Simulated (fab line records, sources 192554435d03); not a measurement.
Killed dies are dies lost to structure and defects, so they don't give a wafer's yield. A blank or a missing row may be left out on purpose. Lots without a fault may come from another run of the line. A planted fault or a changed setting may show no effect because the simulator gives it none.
fab line records | flow n5_finfet | part 2 of 2: steps 5 to 6 of 6
record lots=24 wafers=72 last_day=17
route steps=1938 shown MOL_CONTACT_COAG@605 BEOL_M0_SAQP@632
lots that met no fault: from a run of the same line without faults
start_h: hours from the record's first day to the start of the lot's first wafer shown | wait_h: hours since the lot's step before | " the same as in the row above | L1.1+2: a row that stands for several wafers | - no value, or no start given | * or withheld: withheld | < > ~ a bound
route shown NAME@n: a module of which the file shows steps, and the number in the route of the first | usual: mean/standard deviation of fault-free wafers | same: alike in all rows | chamber/n: place in a boat | sites: the reading at each site | _std_site: their standard deviation | _edge_site: outer sites' mean less inner sites' | radius_mm: how far each site lies from the wafer's centre | mask NAME#n: copy n | behind: the tool/chamber that last shaped the wafer | hold: why the lot was held/for how many hours/how that ended | device: the transistor (n, p or np) that didn't switch | end of line: the same wafers' tests at the end of the route | a step without rows: its recipe alone | killed: dies lost to structure and defects at the first sort, not the wafer's yield | map: a wafer's dies, x killed, . not, _ none there
set.NAME: the setting as run; set.NAME@STEP: as run at that earlier step | model.NAME: the simulator's own value behind a step, which no gauge read
steps of the route over a sample of lots; a table a step, a row a wafer
services: from which hour (start_h, from the record's first day; less than 0 if before it) a tool's chamber was out of use, for how many hours, and why
## steps
# step N5_BEOL_M0_SAQP_INSPECT_42
# recipe mode=adi inspect_instrument=brightfield
# usual raw_defect_count=304/90
# columns lot.wafer tool chamber start_h wait_h raw_defect_count
L075.3 defect_inspect-01 - 122.50 0.0 313
L075.4 " - " " 215
L075.6 " - " " 274
L074.1 defect_inspect-02 - 126.33 0.1 329
L074.2 " - " " 432
L074.4 " - " " 325
L076.2 defect_inspect-01 - 130.50 0.0 285
L076.3 " - " " 259
L076.5 " - " " 202
L077.4 defect_inspect-02 - 136.74 0.0 337
L077.5 " - " " 321
L077.6 " - " " 226
L078.1 defect_inspect-02 - 143.63 0.1 253
L078.2 " - " " 259
L078.6 " - " " 165
L079.2 defect_inspect-01 - 146.18 0.0 169
L079.3 " - " " 216
L079.6 " - " " 152
L080.2 defect_inspect-02 - 149.81 0.0 330
L080.3 " - " " 278
L080.6 " - " " 278
L081.2 defect_inspect-02 - 157.80 0.0 413
L081.5 " - " " 489
L081.6 " - " " 379
L082.1 defect_inspect-02 - 162.34 0.1 521
L082.3 " - " " 473
L082.4 " - " " 369
L083.1 defect_inspect-02 - 172.40 0.1 310
L083.2 " - " " 221
L083.4 " - " " 359
L084.2 defect_inspect-01 - 182.48 0.0 296
L084.3 " - " " 317
L084.6 " - " " 259
L087.3 defect_inspect-02 - 198.23 0.0 193
L087.5 " - " " 257
L087.6 " - " " 224
L085.1 defect_inspect-01 - 206.88 0.1 246
L085.3 " - " " 208
L085.4 " - " " 218
L086.2 defect_inspect-02 - 207.49 0.0 235
L086.4 " - " " 294
L086.6 " - " " 336
L088.1 defect_inspect-01 - 216.36 0.1 425
L088.5 " - " " 328
L088.6 " - " " 364
L089.3 defect_inspect-02 - 220.49 0.0 410
L089.4 " - " " 344
L089.6 " - " " 425
L091.1 defect_inspect-01 - 221.80 0.1 438
L091.2 " - " " 386
L091.6 " - " " 334
L090.2 defect_inspect-02 - 224.17 0.0 297
L090.4 " - " " 200
L090.5 " - " " 264
L092.1 defect_inspect-02 - 229.38 0.1 296
L092.4 " - " " 223
L092.6 " - " " 232
L093.1 defect_inspect-01 - 230.62 0.1 305
L093.3 " - " " 159
L093.4 " - " " 158
L094.2 defect_inspect-02 - 236.87 0.0 316
L094.3 " - " " 448
L094.5 " - " " 426
L095.4 defect_inspect-01 - 237.35 0.0 457
L095.5 " - " " 576
L095.6 " - " " 275
L096.4 defect_inspect-01 - 243.75 0.0 325
L096.5 " - " " 311
L096.6 " - " " 308
L097.1 defect_inspect-01 - 255.91 0.1 383
L097.4 " - " " 336
L097.5 " - " " 291
# step N5_BEOL_M0_SAQP_DESCUM_45
# recipe chemistry=O2 time_s=7 source_power_w=50 bias_power_w=20 pressure_mtorr=20 rf_frequency_hz=2.712e+07 temp_c=40 resist=CAR-EUV o2_flow_sccm=225
# usual drypump_motor_current_A=5.5/0.36 oes_product_au=0.77/0.086 rf_fwd_power_W=49.36/0.22 rf_vpp_V=243.4/1.2 showerhead_plenum_p_Torr=2.11/0.062 throttle_valve_pct=20.58/0.24
# same time_s=7
# columns lot.wafer tool chamber start_h wait_h drypump_motor_current_A oes_product_au rf_fwd_power_W rf_hours_counter_h rf_vpp_V showerhead_plenum_p_Torr throttle_valve_pct
L075.3 rie_diel-06 3 122.54 0.0 4.9 0.72 49.52 204 239.3 1.99 20.91
L075.4 " 1 " " 6.0 0.71 49.45 200 244.2 2.18 20.79
L075.6 " 1 " " 6.0 0.71 49.31 - 243.9 2.18 20.77
L074.1 rie_diel-06 1 126.36 0.0 6.0 0.71 49.31 200 244.0 2.18 20.78
L074.2 " 0 " " 5.3 0.76 49.12 143 244.8 2.21 20.53
L074.4 " 3 " " 4.9 0.73 49.74 205 239.1 1.99 20.92
L076.2 rie_diel-06 0 130.59 0.1 5.3 0.76 49.23 144 244.2 2.21 20.55
L076.3 " 1 " " 6.0 0.72 49.41 201 243.9 2.18 20.79
L076.5 " 2 " " 5.0 0.89 49.43 - 243.0 2.16 20.48
L077.4 rie_diel-01 2 136.77 0.0 5.9 0.73 49.57 198 243.2 2.05 20.64
L077.5 " 2 " " 5.8 0.73 49.73 - 243.4 2.05 20.62
L077.6 " 1 " " 5.5 0.75 49.47 - 244.9 2.16 20.37
L078.1 rie_diel-06 3 143.81 0.2 4.9 0.71 49.61 210 242.1 1.98 20.92
L078.2 " 1 " " 6.0 0.70 49.52 205 245.3 2.18 20.77
L078.6 " 1 " " 5.9 0.71 49.52 - 244.6 2.18 20.79
L079.2 rie_diel-02 0 146.37 0.2 5.8 0.90 49.35 29 243.6 2.15 20.39
L079.3 " 3 " " 5.8 0.72 49.32 219 242.9 2.07 20.74
L079.6 " 1 " " 5.9 0.71 49.02 - 243.0 2.11 20.51
L080.2 rie_diel-02 2 150.04 0.2 5.6 0.71 49.57 236 245.4 2.12 20.19
L080.3 " 0 " " 5.8 0.91 49.42 30 244.4 2.15 20.40
L080.6 " 3 " " 5.7 0.71 49.16 - 242.9 2.07 20.76
L081.2 rie_diel-02 0 157.83 0.0 5.8 0.89 49.41 33 242.7 2.15 20.40
L081.5 " 2 " " 5.6 0.71 49.72 - 245.7 2.12 20.19
L081.6 " 1 " " 5.9 0.71 48.95 - 243.9 2.10 20.49
L082.1 rie_diel-06 0 162.57 0.2 5.3 0.76 48.92 154 245.2 2.21 20.54
L082.3 " 2 " " 5.0 0.88 49.38 56 243.1 2.16 20.50
L082.4 " 3 " " 4.9 0.70 49.65 216 240.8 1.98 20.92
L083.1 rie_diel-02 2 172.44 0.0 5.7 0.71 49.46 244 245.0 2.11 20.19
L083.2 " 3 " " 5.7 0.71 49.10 227 243.7 2.07 20.74
L083.4 " 0 " " 5.8 0.90 49.17 38 244.2 2.15 20.40
L084.2 rie_diel-02 0 182.51 0.0 5.8 0.88 49.27 40 244.3 2.15 20.42
L084.3 " 2 " " 5.6 0.70 49.51 246 243.2 2.11 20.20
L084.6 " 2 " " 5.7 0.71 49.32 - 244.4 2.11 20.19
L087.3 rie_diel-02 0 198.26 0.0 5.9 0.87 49.25 46 243.9 2.14 20.41
L087.5 " 3 " " 5.8 0.69 49.32 - 243.4 2.06 20.79
L087.6 " 1 " " 5.9 0.71 49.41 - 242.0 2.10 20.49
L085.1 rie_diel-06 1 206.97 0.1 6.0 0.69 49.29 222 245.2 2.17 20.80
L085.3 " 3 " " 4.9 0.70 49.48 228 241.1 1.98 20.94
L085.4 " 0 " " 5.3 0.74 49.18 165 245.6 2.20 20.56
L086.2 rie_diel-01 2 207.53 0.0 5.9 0.71 49.52 218 241.9 2.05 20.66
L086.4 " 1 " " 5.5 0.74 49.62 167 243.5 2.15 20.40
L086.6 " 3 " " 5.2 0.68 49.36 - 243.1 2.07 20.70
L088.1 rie_diel-01 1 216.55 0.2 5.5 0.73 49.58 169 244.7 2.15 20.40
L088.5 " 3 " " 5.2 0.67 49.41 - 241.3 2.07 20.71
L088.6 " 0 " " 5.3 0.86 49.51 - 244.0 2.13 20.71
L089.3 rie_diel-06 0 220.53 0.0 5.3 0.75 48.61 169 244.9 2.20 20.56
L089.4 " 1 " " 5.9 0.70 49.29 226 243.8 2.17 20.80
L089.6 " 2 " " 5.1 0.85 49.18 - 243.3 2.15 20.54
L091.1 rie_diel-02 3 221.83 0.0 5.7 0.69 48.96 243 242.8 2.06 20.80
L091.2 " 2 " " 5.6 0.98 49.31 3 243.3 2.11 19.86
L091.6 " 0 " " 5.8 0.86 49.34 - 242.3 2.14 20.44
L090.2 rie_diel-02 1 224.20 0.0 5.9 0.70 49.06 224 242.3 2.10 20.52
L090.4 " 2 " " 5.6 0.98 49.68 3 244.3 2.11 19.86
L090.5 " 0 " " 5.9 0.86 49.49 - 244.3 2.14 20.44
L092.1 rie_diel-06 2 229.51 0.1 5.0 0.84 49.19 74 246.0 2.15 20.53
L092.4 " 1 " " 5.9 0.69 49.72 229 243.9 2.17 20.82
L092.6 " 0 " " 5.3 0.73 49.20 - 243.6 2.20 20.57
L093.1 rie_diel-01 1 230.66 0.0 5.5 0.73 49.72 174 243.8 2.15 20.39
L093.3 " 0 " " 5.3 0.87 49.07 51 245.1 2.13 20.71
L093.4 " 2 " " 5.9 0.71 49.39 224 241.8 2.04 20.67
L094.2 rie_diel-02 1 236.90 0.0 5.9 0.70 49.29 229 243.0 2.10 20.52
L094.3 " 0 " " 5.8 0.85 49.46 60 244.0 2.14 20.45
L094.5 " 0 " " 5.8 0.84 49.35 - 243.5 2.14 20.45
L095.4 rie_diel-01 1 237.39 0.0 5.5 0.72 49.92 177 244.5 2.15 20.42
L095.5 " 3 " " 5.2 0.67 49.54 - 242.7 2.07 20.74
L095.6 " 2 " " 5.9 0.71 49.31 - 243.7 2.04 20.67
L096.4 rie_diel-02 1 243.80 0.0 5.9 0.70 49.25 - 242.7 2.10 20.52
L096.5 " 0 " " 5.8 0.85 49.15 - 242.9 2.14 20.44
L096.6 " 2 " " 5.7 0.95 49.31 - 244.7 2.11 19.86
L097.1 rie_diel-06 3 255.95 0.0 4.9 0.68 49.59 243 240.3 1.97 20.99
L097.4 " 0 " " 5.3 0.73 49.18 - 244.1 2.20 20.59
L097.5 " 2 " " 5.0 0.84 49.15 - 243.7 2.15 20.54
## services
# columns tool chamber start_h hours kind
rie_diel-01 - 94.56 2.8 pm
rie_diel-01 0 114.37 7.6 repair
rie_diel-05 1 114.63 - clean
rie_diel-05 1 114.63 - consumable_replace:focus_ring
rie_diel-05 1 114.63 18.1 scheduled_down
rie_diel-05 1 114.63 18.1 vent_cycle
rie_diel-06 1 127.09 2.5 repair
rie_diel-06 2 139.56 7.7 repair
rie_diel-01 3 142.69 2.2 repair
rie_diel-04 3 149.33 7.2 repair
plasma_asher-02 - 154.70 6.9 repair
rie_diel-04 2 169.75 12.7 repair
rie_diel-02 1 178.83 7.1 repair
rie_diel-02 2 196.07 - clean
rie_diel-02 2 196.07 - consumable_replace:focus_ring
pecvd-02 - 199.08 14.6 pm
rie_diel-04 2 205.62 6.8 repair
plasma_asher-01 - 216.65 2.8 pm
rie_diel-01 2 220.13 3.2 repair
rie_diel-02 3 236.85 - clean
rie_diel-02 3 236.85 - consumable_replace:focus_ring
rie_diel-02 3 236.85 19.3 scheduled_down
pecvd-01 1 246.46 25.7 repair
pecvd-03 - 250.52 2.8 pm
